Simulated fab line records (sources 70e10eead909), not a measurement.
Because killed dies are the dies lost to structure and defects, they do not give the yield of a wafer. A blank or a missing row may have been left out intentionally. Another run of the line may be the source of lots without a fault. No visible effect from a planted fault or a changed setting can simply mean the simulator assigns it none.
What tool caused it?    flow nandHarc    72 wafers from 24 lots sampled at 6 of the route's 1159 steps

## WHAT THE GAUGES SHOWED, per wafer
NHARC_A_BLC_CD_MEAS_10: target cd 100 nm. Usual: 100.2 nm for cdNm, sd 0.57.
lot   measured      on        cdNm (nm)          flag
L074  day 17 03:26  cdSem-02  100.0 100.5 100.5  
L077  day 17 11:59  cdSem-02  100.7 100.8 100.4  
L076  day 17 12:43  cdSem-03  101.0 101.3 101.4  
L075  day 17 14:43  cdSem-01  100.9 100.4 100.9  
L078  day 17 18:04  cdSem-03  99.4 100.8 99.8    
L079  day 18 09:17  cdSem-01  99.3 100.5 100.0   
L080  day 18 10:08  cdSem-01  100.1 99.8 100.1   
L081  day 18 20:13  cdSem-02  100.4 100.4 100.3  
L082  day 19 05:54  cdSem-03  100.7 100.6 100.3  
L083  day 19 07:50  cdSem-01  99.9 100.2 99.4    
L084  day 19 10:43  cdSem-01  99.9 100.8 100.5   
L086  day 20 05:59  cdSem-02  100.4 100.7 100.5  
L087  day 20 06:24  cdSem-02  100.9 100.3 100.8  
L089  day 20 19:06  cdSem-02  99.8 99.1 100.1    
L085  day 20 17:30  cdSem-02  100.4 100.3 100.2  
L088  day 21 03:53  cdSem-01  100.3 100.2 100.6  
L090  day 21 15:41  cdSem-01  99.5 98.7 100.0    
L092  day 21 17:31  cdSem-02  99.6 99.8 100.4    
L091  day 21 17:41  cdSem-01  99.8 99.4 98.7     
L093  day 21 23:01  cdSem-02  100.9 101.3 101.4  
L095  day 22 12:56  cdSem-01  99.8 99.7 100.4    
L094  day 22 19:23  cdSem-03  100.0 99.5 98.9    
L097  day 22 21:28  cdSem-02  100.4 99.5 99.6    
L096  day 23 09:42  cdSem-02  100.4 100.0 99.6   

## EACH LOT AND THE TOOL THAT RAN IT (in order: tool; ch and the chambers of the sampled wafers; start)
lot   NHARC_A_CONTACT_ETCH_115            NHARC_A_CONTACT_STRIP_82                      NHARC_A_CONTACT_ETCH_31                       NHARC_A_CONTACT_ETCH_139            NHARC_A_CONTACT_ALD_18
L074  harCapEtch-01 ch 0,1, day 16 05:37  rieDiel-07 ch 0,1,3, day 16 22:27 or earlier  rieDiel-08 ch 1,2,3, day 16 22:27 or earlier  harCapEtch-02 ch 0,1, day 16 22:27  aldMetal-02 ch 0,2, day 17 00:10
L077  harCapEtch-03 ch 0,1, day 16 14:35  rieDiel-04 ch 0,2,3, day 17 06:41 or earlier  rieDiel-07 ch 1,2, day 17 06:41 or earlier    harCapEtch-03 ch 0,1, day 17 06:41  aldMetal-01 ch 0,2,3, day 17 08:25
L076  harCapEtch-02 ch 0,1, day 16 14:41  rieDiel-07 ch 0,1, day 17 07:32 or earlier    rieDiel-07 ch 1,3, day 17 07:32 or earlier    harCapEtch-03 ch 0,1, day 17 07:32  aldMetal-02 ch 0,1,3, day 17 09:17
L075  harCapEtch-01 ch 0,1, day 16 20:58  rieDiel-08 ch 2,3, day 17 11:04 or earlier    rieDiel-07 ch 0,1,2, day 17 11:04 or earlier  harCapEtch-01 ch 0,1, day 17 11:04  aldMetal-03 ch 0,2, day 17 12:52
L078  harCapEtch-03 ch 0,1, day 16 21:34  rieDiel-07 ch 1,2,3, day 17 13:16 or earlier  rieDiel-07 ch 0,1,2, day 17 13:16 or earlier  harCapEtch-03 ch 0,1, day 17 13:16  aldMetal-02 ch 0,1, day 17 14:51
L079  harCapEtch-01 ch 1, day 17 05:44    rieDiel-07 ch 1,2,3, day 17 21:35 or earlier  rieDiel-04 ch 0,1,2, day 17 21:35 or earlier  harCapEtch-03 ch 0, day 17 21:35    aldMetal-02 ch 0,1,2, day 17 23:13
L080  harCapEtch-02 ch 0,1, day 17 08:52  rieDiel-07 ch 1,2,3, day 18 00:03 or earlier  rieDiel-04 ch 0,1,3, day 18 00:03 or earlier  harCapEtch-01 ch 0,1, day 18 00:03  aldMetal-01 ch 0,2,3, day 18 01:42
L081  harCapEtch-02 ch 0,1, day 17 22:40  rieDiel-08 ch 1,2,3, day 18 16:40 or earlier  rieDiel-04 ch 1,3, day 18 16:40 or earlier    harCapEtch-03 ch 1, day 18 16:40    aldMetal-01 ch 0,1,3, day 18 18:18
L082  harCapEtch-03 ch 0,1, day 18 06:55  rieDiel-07 ch 0,2, day 18 23:58 or earlier    rieDiel-07 ch 0,1, day 18 23:58 or earlier    harCapEtch-01 ch 0,1, day 18 23:58  aldMetal-02 ch 1,2,3, day 19 01:31
L083  harCapEtch-01 ch 0,1, day 18 13:14  rieDiel-08 ch 0,1,3, day 19 04:07 or earlier  rieDiel-08 ch 1,2, day 19 04:07 or earlier    harCapEtch-03 ch 0,1, day 19 04:07  aldMetal-03 ch 0,2,3, day 19 05:44
L084  harCapEtch-02 ch 0,1, day 18 16:04  rieDiel-04 ch 0,3, day 19 07:09 or earlier    rieDiel-08 ch 1,2,3, day 19 07:09 or earlier  harCapEtch-02 ch 0,1, day 19 07:09  aldMetal-01 ch 0,1, day 19 08:43
L086  harCapEtch-01 ch 0,1, day 19 11:20  rieDiel-07 ch 0,1,3, day 20 00:32 or earlier  rieDiel-04 ch 0,2,3, day 20 00:32 or earlier  harCapEtch-01 ch 0,1, day 20 00:32  aldMetal-02 ch 0,1,3, day 20 02:19
L087  harCapEtch-03 ch 1, day 19 13:08    rieDiel-07 ch 0,1,2, day 20 02:19 or earlier  rieDiel-07 ch 0,2,3, day 20 02:19 or earlier  harCapEtch-03 ch 0,1, day 20 02:19  aldMetal-03 ch 0,1,2, day 20 04:04
L089  harCapEtch-03 ch 0, day 19 20:42    rieDiel-04 ch 0,1, day 20 14:58 or earlier    rieDiel-07 ch 0,1,2, day 20 14:58 or earlier  harCapEtch-02 ch 0,1, day 20 14:58  aldMetal-02 ch 2,3, day 20 17:12
L085  harCapEtch-02 ch 0,1, day 19 20:47  rieDiel-07 ch 2,3, day 20 13:46 or earlier    rieDiel-07 ch 1,2,3, day 20 13:46 or earlier  harCapEtch-01 ch 0,1, day 20 13:46  aldMetal-03 ch 0,2,3, day 20 15:32
L088  harCapEtch-02 ch 0,1, day 20 03:03  rieDiel-08 ch 1,2, day 20 18:49 or earlier    rieDiel-07 ch 0,1,3, day 20 18:49 or earlier  harCapEtch-03 ch 0,1, day 20 18:49  aldMetal-01 ch 1,2, day 20 20:22
L090  harCapEtch-01 ch 0,1, day 20 04:07  rieDiel-07 ch 0,2, day 20 22:44 or earlier    rieDiel-08 ch 1,2,3, day 20 22:44 or earlier  harCapEtch-03 ch 0,1, day 20 22:44  aldMetal-01 ch 0,1,2, day 21 00:17
L092  harCapEtch-01 ch 0,1, day 20 09:05  rieDiel-07 ch 2,3, day 21 01:50 or earlier    rieDiel-07 ch 0,2,3, day 21 01:50 or earlier  harCapEtch-02 ch 0,1, day 21 01:50  aldMetal-02 ch 0,1,2, day 21 03:30
L091  harCapEtch-02 ch 0,1, day 20 12:38  rieDiel-07 ch 0,1,2, day 21 03:40 or earlier  rieDiel-07 ch 1,2,3, day 21 03:40 or earlier  harCapEtch-01 ch 0,1, day 21 03:40  aldMetal-01 ch 0,1,3, day 21 05:16
L093  harCapEtch-01 ch 0,1, day 20 21:02  rieDiel-07 ch 1,2,3, day 21 12:14 or earlier  rieDiel-08 ch 1,2,3, day 21 12:14 or earlier  harCapEtch-02 ch 0,1, day 21 12:14  aldMetal-03 ch 0,2,3, day 21 13:46
L095  harCapEtch-01 ch 0,1, day 21 18:16  rieDiel-07 ch 2,3, day 22 09:29 or earlier    rieDiel-07 ch 0,1,3, day 22 09:29 or earlier  harCapEtch-02 ch 0,1, day 22 09:29  aldMetal-03 ch 1,2, day 22 11:04
L094  harCapEtch-03 ch 0,1, day 21 22:32  rieDiel-08 ch 1,2,3, day 22 12:20 or earlier  rieDiel-07 ch 0,1,3, day 22 12:20 or earlier  harCapEtch-02 ch 0,1, day 22 12:20  aldMetal-02 ch 2,3, day 22 13:55
L097  harCapEtch-01 ch 0,1, day 22 03:35  rieDiel-08 ch 1,2, day 22 18:05 or earlier    rieDiel-07 ch 0,3, day 22 18:05 or earlier    harCapEtch-03 ch 0,1, day 22 18:05  aldMetal-01 ch 0,3, day 22 19:36
L096  harCapEtch-03 ch 0,1, day 22 11:35  rieDiel-07 ch 2,3, day 23 01:37 or earlier    rieDiel-04 ch 0,2, day 23 01:37 or earlier    harCapEtch-03 ch 0,1, day 23 01:37  aldMetal-02 ch 1,3, day 23 03:10
- NHARC_A_CONTACT_ETCH_115: etches the open film in C4F8/O2/Ar, time 94 s, target depth 922 nm.
- NHARC_A_CONTACT_STRIP_82: strips in O2.
- NHARC_A_CONTACT_ETCH_31: etches the open film in O2/COS, target depth 2000 nm, time 520 s.
- NHARC_A_CONTACT_ETCH_139: etches the open film in C4F8/O2/Ar, time 137 s, target depth 590 nm.
- NHARC_A_CONTACT_ALD_18: deposits TiN, target thk 3 nm, pulse time 1 s, ald cycles 150.

## WHAT THE TOOLS THEMSELVES READ (means of the sampled wafers that have a number; where no wafer has one, the mark that the record gives instead)
NHARC_A_CONTACT_ETCH_115. Usual: 0.999 a.u. for oesAirLineAu, sd 0.021.
lot   tool           oesAirLineAu (a.u.)  flag
L074  harCapEtch-01  1.009                
L077  harCapEtch-03  1.004                
L076  harCapEtch-02  1.006                
L075  harCapEtch-01  0.997                
L078  harCapEtch-03  1.001                
L079  harCapEtch-01  0.994                
L080  harCapEtch-02  1.017                
L081  harCapEtch-02  1.000                
L082  harCapEtch-03  1.006                
L083  harCapEtch-01  0.991                
L084  harCapEtch-02  0.981                
L086  harCapEtch-01  0.979                
L087  harCapEtch-03  0.981                
L089  harCapEtch-03  0.989                
L085  harCapEtch-02  0.988                
L088  harCapEtch-02  0.998                
L090  harCapEtch-01  1.014                
L092  harCapEtch-01  0.980                
L091  harCapEtch-02  1.005                
L093  harCapEtch-01  1.010                
L095  harCapEtch-01  0.990                
L094  harCapEtch-03  1.010                
L097  harCapEtch-01  0.984                
L096  harCapEtch-03  0.986                

NHARC_A_CONTACT_STRIP_82. Usual: drypumpMotorCurrentA 5.3 A, standard deviation 0.43; oesProductAu 0.999 a.u., standard deviation 0.0071; rfVppV 57.8 V, standard deviation 0.94; showerheadPlenumPTorr 3.54 Torr, standard deviation 0.14; throttleValvePct 17.037 %, standard deviation 0.0088.
lot   tool        drypumpMotorCurrentA (A)  oesProductAu (a.u.)  rfVppV (V)  showerheadPlenumPTorr (Torr)  throttleValvePct (%)  flag
L074  rieDiel-07  5.1                       0.996                58.3        3.58                          17.036                
L077  rieDiel-04  6.0                       1.002                56.9        3.48                          17.026                
L076  rieDiel-07  5.2                       1.000                58.1        3.64                          17.040                
L075  rieDiel-08  5.4                       1.006                58.2        3.44                          17.042                
L078  rieDiel-07  5.0                       0.992                57.7        3.57                          17.034                
L079  rieDiel-07  5.0                       1.003                56.8        3.57                          17.039                
L080  rieDiel-07  5.0                       0.994                57.8        3.57                          17.033                
L081  rieDiel-08  5.7                       0.998                57.7        3.47                          17.043                
L082  rieDiel-07  5.1                       1.007                57.6        3.61                          17.037                
L083  rieDiel-08  5.9                       0.999                57.8        3.32                          17.039                
L084  rieDiel-04  6.2                       1.003                56.9        3.51                          17.040                
L086  rieDiel-07  5.1                       0.998                57.8        3.57                          17.045                
L087  rieDiel-07  5.1                       0.996                57.3        3.63                          17.031                
L089  rieDiel-04  5.3                       1.007                57.5        3.50                          17.038                
L085  rieDiel-07  5.0                       1.001                57.7        3.54                          17.041                
L088  rieDiel-08  5.6                       0.994                57.8        3.62                          17.045                
L090  rieDiel-07  5.0                       1.008                57.2        3.60                          17.042                
L092  rieDiel-07  5.0                       0.997                57.9        3.47                          17.032                
L091  rieDiel-07  5.1                       0.994                57.9        3.63                          17.041                
L093  rieDiel-07  5.0                       1.004                57.7        3.56                          17.039                
L095  rieDiel-07  5.1                       1.001                58.3        3.47                          17.036                
L094  rieDiel-08  5.7                       1.002                57.9        3.63                          17.039                
L097  rieDiel-08  5.6                       0.993                57.4        3.61                          17.046                
L096  rieDiel-07  5.1                       1.006                57.2        3.47                          17.036                

NHARC_A_CONTACT_ETCH_31. Usual: drypumpMotorCurrentA 5.3 A, standard deviation 0.49; oesProductAu 0.999 a.u., standard deviation 0.0061; rfVppV 314.2 V, standard deviation 1.8; showerheadPlenumPTorr 3.13 Torr, standard deviation 0.12; throttleValvePct 28.329 %, standard deviation 0.0087.
lot   tool        drypumpMotorCurrentA (A)  oesProductAu (a.u.)  rfVppV (V)  showerheadPlenumPTorr (Torr)  throttleValvePct (%)  flag
L074  rieDiel-08  5.7                       1.002                313.4       3.08                          28.323                
L077  rieDiel-07  5.0                       1.001                315.8       3.24                          28.328                
L076  rieDiel-07  5.0                       0.989                315.1       3.18                          28.334                
L075  rieDiel-07  5.1                       0.999                315.2       3.22                          28.331                
L078  rieDiel-07  5.1                       1.000                315.6       3.22                          28.336                
L079  rieDiel-04  5.4                       1.006                314.0       3.11                          28.327                
L080  rieDiel-04  5.9                       0.997                313.0       3.07                          28.325                
L081  rieDiel-04  6.1                       1.003                312.2       3.00                          28.336                
L082  rieDiel-07  5.2                       0.999                315.7       3.22                          28.329                
L083  rieDiel-08  5.6                       0.996                314.4       3.21                          28.329                
L084  rieDiel-08  5.7                       0.997                314.0       3.07                          28.321                
L086  rieDiel-04  6.0                       1.001                313.4       3.07                          28.326                
L087  rieDiel-07  5.1                       0.994                314.6       3.14                          28.319                
L089  rieDiel-07  5.1                       0.995                315.5       3.21                          28.324                
L085  rieDiel-07  5.0                       0.994                315.4       3.15                          28.333                
L088  rieDiel-07  5.1                       1.001                314.7       3.15                          28.320                
L090  rieDiel-08  5.7                       1.005                313.8       3.06                          28.337                
L092  rieDiel-07  5.1                       0.996                314.5       3.13                          28.332                
L091  rieDiel-07  5.0                       1.001                314.7       3.15                          28.332                
L093  rieDiel-08  5.7                       0.997                315.5       3.22                          28.335                
L095  rieDiel-07  5.1                       0.994                314.4       3.15                          28.335                
L094  rieDiel-07  5.1                       1.005                314.2       3.15                          28.336                
L097  rieDiel-07  5.2                       1.001                313.1       3.07                          28.332                
L096  rieDiel-04  5.6                       0.994                313.8       3.09                          28.328                

NHARC_A_CONTACT_ETCH_139. Usual: 0.999 a.u. for oesAirLineAu, sd 0.019.
lot   tool           oesAirLineAu (a.u.)  flag
L074  harCapEtch-02  1.004                
L077  harCapEtch-03  0.998                
L076  harCapEtch-03  1.016                
L075  harCapEtch-01  0.995                
L078  harCapEtch-03  1.008                
L079  harCapEtch-03  0.997                
L080  harCapEtch-01  0.994                
L081  harCapEtch-03  0.991                
L082  harCapEtch-01  1.000                
L083  harCapEtch-03  1.003                
L084  harCapEtch-02  0.980                
L086  harCapEtch-01  0.982                
L087  harCapEtch-03  0.989                
L089  harCapEtch-02  0.987                
L085  harCapEtch-01  0.999                
L088  harCapEtch-03  1.006                
L090  harCapEtch-03  1.007                
L092  harCapEtch-02  0.975                
L091  harCapEtch-01  0.997                
L093  harCapEtch-02  1.011                
L095  harCapEtch-02  0.981                
L094  harCapEtch-02  1.002                
L097  harCapEtch-03  1.014                
L096  harCapEtch-03  1.001                

NHARC_A_CONTACT_ALD_18. Usual: heaterPowerW 1067 W, standard deviation 87; precursorPulseHeightRel 1.001, standard deviation 0.019.
lot   tool         heaterPowerW (W)  precursorPulseHeightRel  flag
L074  aldMetal-02  1061              1.012                    
L077  aldMetal-01  1012              1.000                    
L076  aldMetal-02  1064              1.008                    
L075  aldMetal-03  1002              1.001                    
L078  aldMetal-02  1097              0.999                    
L079  aldMetal-02  1050              0.986                    
L080  aldMetal-01  1027              0.991                    
L081  aldMetal-01  1108              1.001                    
L082  aldMetal-02  1042              0.994                    
L083  aldMetal-03  1019              1.001                    
L084  aldMetal-01  1089              1.012                    
L086  aldMetal-02  1075              1.000                    
L087  aldMetal-03  1084              1.002                    
L089  aldMetal-02  1044              0.999                    
L085  aldMetal-03  1011              0.995                    
L088  aldMetal-01  973               1.008                    
L090  aldMetal-01  1027              1.013                    
L092  aldMetal-02  1070              0.988                    
L091  aldMetal-01  1116              1.005                    
L093  aldMetal-03  1025              0.985                    
L095  aldMetal-03  1029              1.012                    
L094  aldMetal-02  1051              1.020                    
L097  aldMetal-01  1062              0.994                    
L096  aldMetal-02  1075              0.990                    

## THE ANSWER, worked out from the rows above alone
Rule: lot off if the mean of its wafers having a number is beyond 3 standard deviations from the usual mean. A lot without any number at a reading at which 4 lots or more have one is off too. Where the step has rows for the other lots, those lots are counted as sound. After the gauges, taken in route order, come the tools' own readings; for these a lot's mean is taken, as printed above. The first step at which some lot is off is used, and at that step the reading that is off furthest; a lot without a number counts as furthest.
No lot is off on any of the readings shown, so nothing can be concluded from this.

## WHAT THE SIMULATOR HAD INSERTED
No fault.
